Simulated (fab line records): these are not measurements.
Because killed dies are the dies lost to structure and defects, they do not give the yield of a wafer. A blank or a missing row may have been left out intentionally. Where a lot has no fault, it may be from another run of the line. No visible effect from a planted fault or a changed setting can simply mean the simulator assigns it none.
Which of the tools did it? | flow nand harc | Sampling: 11 lots, 33 wafers, 5 of 1159 route steps

== WHAT THE GAUGES READ, wafer by wafer ==
NHARC_A_SGD_CUT_CD_MEAS_09 targets a cd of 100 nm.
lot  | measured     | on        | cd nm (nm)
L552 | day 16 12:13 | cd sem-02 | 99.7 100.0 100.2
L551 | day 16 11:46 | cd sem-02 | 100.3 99.9 100.1
L549 | day 16 20:10 | cd sem-02 | 99.9 99.7 100.4
L554 | day 17 02:54 | cd sem-03 | 100.2 100.9 100.5
L553 | day 17 10:12 | cd sem-02 | 99.5 99.9 100.1
L555 | day 17 12:08 | cd sem-03 | 99.8 99.8 100.0
L563 | day 18 04:18 | cd sem-03 | 82.7 82.8 83.0
L560 | day 18 15:19 | cd sem-02 | 89.4 88.6 89.0
L566 | day 18 11:53 | cd sem-03 | 100.3 100.5 100.0
L565 | day 18 13:31 | cd sem-01 | 99.5 100.1 99.9
L567 | day 18 12:22 | cd sem-03 | 100.3 99.8 100.1

== WHAT TOOL EACH LOT RAN ON (gives the tool, then ch and the chambers of the sampled wafers, and finally the start) ==
lot  | NHARC_A_STAIRCASE_DEP_322       | NHARC_A_STAIRCASE_DESCUM_443       | NHARC_A_STAIRCASE_ETCHBACK_422     | NHARC_A_SGD_CUT_EXPOSE_06
L552 | pecvd-01 ch 1,2, day 15 11:39   | rie diel-11 ch 1,2, day 16 03:37   | rie diel-05 ch 1,2, day 16 09:59   | arfi scanner-02 ch 0, day 16 12:04
L551 | pecvd-01 ch 0,2, day 15 12:18   | rie diel-05 ch 1,2, day 16 03:30   | rie diel-04 ch 0,2,3, day 16 09:29 | arfi scanner-03 ch 0, day 16 11:37
L549 | pecvd-01 ch 1,2, day 15 20:30   | rie diel-04 ch 2,3, day 16 12:14   | rie diel-11 ch 0,1, day 16 17:53   | arfi scanner-02 ch 0, day 16 20:02
L554 | pecvd-02 ch 0,1,2, day 16 02:28 | rie diel-05 ch 0,1,3, day 16 21:07 | rie diel-04 ch 0,3, day 17 00:50   | arfi scanner-03 ch 0, day 17 02:46
L553 | pecvd-02 ch 0,1,2, day 16 09:03 | rie diel-04 ch 2,3, day 17 04:01   | rie diel-04 ch 0,1,2, day 17 08:04 | arfi scanner-01 ch 0, day 17 10:04
L555 | pecvd-01 ch 1,2, day 16 09:19   | rie diel-05 ch 1,3, day 17 04:11   | rie diel-11 ch 2,3, day 17 09:29   | arfi scanner-01 ch 0, day 17 12:00
L563 | pecvd-01 ch 0,2, day 17 05:55   | rie diel-05 ch 1,2,3, day 17 22:26 | rie diel-05 ch 0,2, day 18 02:10   | arfi scanner-01 ch 0, day 18 04:10
L560 | pecvd-03 ch 0,1,2, day 17 10:59 | rie diel-04 ch 0,1,2, day 18 05:20 | rie diel-11 ch 0,1, day 18 13:16   | arfi scanner-01 ch 0, day 18 15:10
L566 | pecvd-03 ch 0,2, day 17 11:34   | rie diel-05 ch 2,3, day 18 05:07   | rie diel-11 ch 0,1,3, day 18 09:09 | arfi scanner-02 ch 0, day 18 11:44
L565 | pecvd-02 ch 0,1,2, day 17 11:49 | rie diel-04 ch 0,1,2, day 18 05:18 | rie diel-04 ch 0,1,2, day 18 11:27 | arfi scanner-03 ch 0, day 18 13:23
L567 | pecvd-01 ch 0,1,2, day 17 16:50 | rie diel-04 ch 1,2, day 18 05:11   | rie diel-11 ch 0,3, day 18 09:53   | arfi scanner-02 ch 0, day 18 12:13
- NHARC_A_STAIRCASE_DEP_322: deposits SiO2, target thk 3800 nm.
- NHARC_A_STAIRCASE_DESCUM_443: chemistry O2, time 3 s.
- NHARC_A_STAIRCASE_ETCHBACK_422: etches the open film in CH3F/O2, target depth 40 nm, time 74.286 s.
- NHARC_A_SGD_CUT_EXPOSE_06: exposes mask SGD.

== AS READ BY THE TOOLS THEMSELVES (means over the sampled wafers that have a number; for cases with no such wafer, the mark the record gives instead) ==
NHARC_A_STAIRCASE_DEP_322.
lot  | tool     | heater power w (W)
L552 | pecvd-01 | 681
L551 | pecvd-01 | 668
L549 | pecvd-01 | 664
L554 | pecvd-02 | 611
L553 | pecvd-02 | 610
L555 | pecvd-01 | 734
L563 | pecvd-01 | 655
L560 | pecvd-03 | 702
L566 | pecvd-03 | 761
L565 | pecvd-02 | 604
L567 | pecvd-01 | 711

NHARC_A_STAIRCASE_DESCUM_443.
lot  | tool        | drypump motor current A (A) | mfc ar sccm (sccm) | oes product au (a.u.) | rf vpp V (V) | showerhead plenum p Torr (Torr) | throttle valve pct (%)
L552 | rie diel-11 | 5.9                         | 0.000              | 0.991                 | 57.2         | 1.84                            | 11.309
L551 | rie diel-05 | 6.3                         | 0.000              | 0.998                 | 58.2         | 1.95                            | 11.310
L549 | rie diel-04 | 6.0                         | 0.003              | 1.005                 | 57.9         | 1.97                            | 11.308
L554 | rie diel-05 | 5.6                         | 0.006              | 0.998                 | 58.4         | 1.87                            | 11.319
L553 | rie diel-04 | 6.0                         | 0.003              | 0.999                 | 58.8         | 1.97                            | 11.305
L555 | rie diel-05 | 5.9                         | 0.006              | 0.999                 | 57.0         | 1.86                            | 11.310
L563 | rie diel-05 | 6.0                         | 0.006              | 0.995                 | 58.2         | 1.89                            | 11.314
L560 | rie diel-04 | 6.1                         | 0.000              | 0.996                 | 57.2         | 1.90                            | 11.308
L566 | rie diel-05 | 5.8                         | 0.011              | 1.002                 | 58.0         | 1.87                            | 11.314
L565 | rie diel-04 | 6.1                         | 0.000              | 1.000                 | 57.6         | 1.90                            | 11.312
L567 | rie diel-04 | 6.1                         | 0.000              | 1.005                 | 58.0         | 1.93                            | 11.312

NHARC_A_STAIRCASE_ETCHBACK_422.
lot  | tool        | bias w (W) | drypump motor current A (A) | mfc ar sccm (sccm) | oes product au (a.u.) | rf vpp V (V) | showerhead plenum p Torr (Torr) | throttle valve pct (%)
L552 | rie diel-05 | 100.3      | 6.2                         | 200.4              | 0.99                  | 244.2        | 2.46                            | 20.659
L551 | rie diel-04 | 100.1      | 6.0                         | 199.7              | 0.92                  | 245.0        | 2.49                            | 20.658
L549 | rie diel-11 | 100.0      | 5.9                         | 200.6              | 0.99                  | 246.5        | 2.56                            | 20.665
L554 | rie diel-04 | 99.8       | 5.6                         | 200.3              | 0.93                  | 244.8        | 2.53                            | 20.672
L553 | rie diel-04 | 100.2      | 6.1                         | 200.0              | 1.01                  | 243.9        | 2.44                            | 20.658
L555 | rie diel-11 | 100.0      | 5.5                         | 199.6              | 0.99                  | 244.2        | 2.42                            | 20.670
L563 | rie diel-05 | 100.0      | 6.0                         | 199.5              | 0.99                  | 244.6        | 2.51                            | 20.665
L560 | rie diel-11 | 100.0      | 6.0                         | 200.0              | 1.00                  | 246.9        | 2.59                            | 20.662
L566 | rie diel-11 | 99.8       | 5.7                         | 199.5              | 0.99                  | 245.2        | 2.55                            | 20.663
L565 | rie diel-04 | 100.0      | 6.1                         | 200.1              | 0.99                  | 244.9        | 2.43                            | 20.661
L567 | rie diel-11 | 100.0      | 5.6                         | 199.7              | 0.92                  | 245.7        | 2.54                            | 20.674

NHARC_A_SGD_CUT_EXPOSE_06.
lot  | tool            | exposure dose mJ cm2 | focus offset nm (nm)
L552 | arfi scanner-02 | 85.77                | 0.3
L551 | arfi scanner-03 | 85.64                | -0.1
L549 | arfi scanner-02 | 85.71                | -0.2
L554 | arfi scanner-03 | 85.55                | -0.3
L553 | arfi scanner-01 | 85.55                | 0.4
L555 | arfi scanner-01 | 85.64                | 0.0
L563 | arfi scanner-01 | 63.68                | -0.0
L560 | arfi scanner-01 | 72.18                | -0.2
L566 | arfi scanner-02 | 85.64                | 0.3
L565 | arfi scanner-03 | 85.59                | 0.4
L567 | arfi scanner-02 | 85.54                | 0.3

== THE ANSWER, worked out from the rows above alone ==
Rule: what is usual is taken from the lots themselves. The widest of any qualifying gaps counts: lots, ordered by their means at a reading, are off when they make up no more than a third of the lots, leave a main group of 4 or more, and stand apart from it by 3 or more times the standard deviation of that group's means. The tables above print the reading to a certain number of digits; a main group whose means all agree to those digits is not used. A lot without any number at a reading at which 4 lots or more have one is off too. Any other lot the step has rows for is counted as sound. First the gauges in route order, then the tools' own readings, where a lot's mean is used as printed above. At the first step where some lot is off, the reading lying furthest off is the one used; lots without a number count as furthest.
Off: L563, L560, at NHARC_A_SGD_CUT_CD_MEAS_09 (cd nm). The main group has a mean of 100.1 nm with a standard deviation of 0.22.
A tool fits if, at a process step before that reading, it ran every lot that is off, and no sound lot after the first of them. Not tried: the gauges at NHARC_A_SGD_CUT_CD_MEAS_09; whatever is off there is also off at NHARC_A_SGD_CUT_EXPOSE_06, on other tools, and gauge error can't account for it. One fits: arfi scanner-01 at NHARC_A_SGD_CUT_EXPOSE_06. Its last sound lot is L555 (day 17 12:00), its first lot that is off L563 (day 18 04:10): a fault that began between those two fits.
The tool's own readings at NHARC_A_SGD_CUT_EXPOSE_06 bear it out: on the lots that are off they differ by more than 5 times the standard deviation of the sound lots' means. exposure dose mJ cm2 reads 67.93 there against 85.63 on the sound lots.

== WHAT HAD BEEN PUT IN BY THE SIMULATOR ==
Process parameter drift: arfi scanner-01, from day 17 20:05 on, at NHARC_A_SGD_CUT_EXPOSE_06. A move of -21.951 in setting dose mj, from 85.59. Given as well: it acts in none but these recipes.
Shown lots that were struck: L563, L560. The same result came from the rule above.
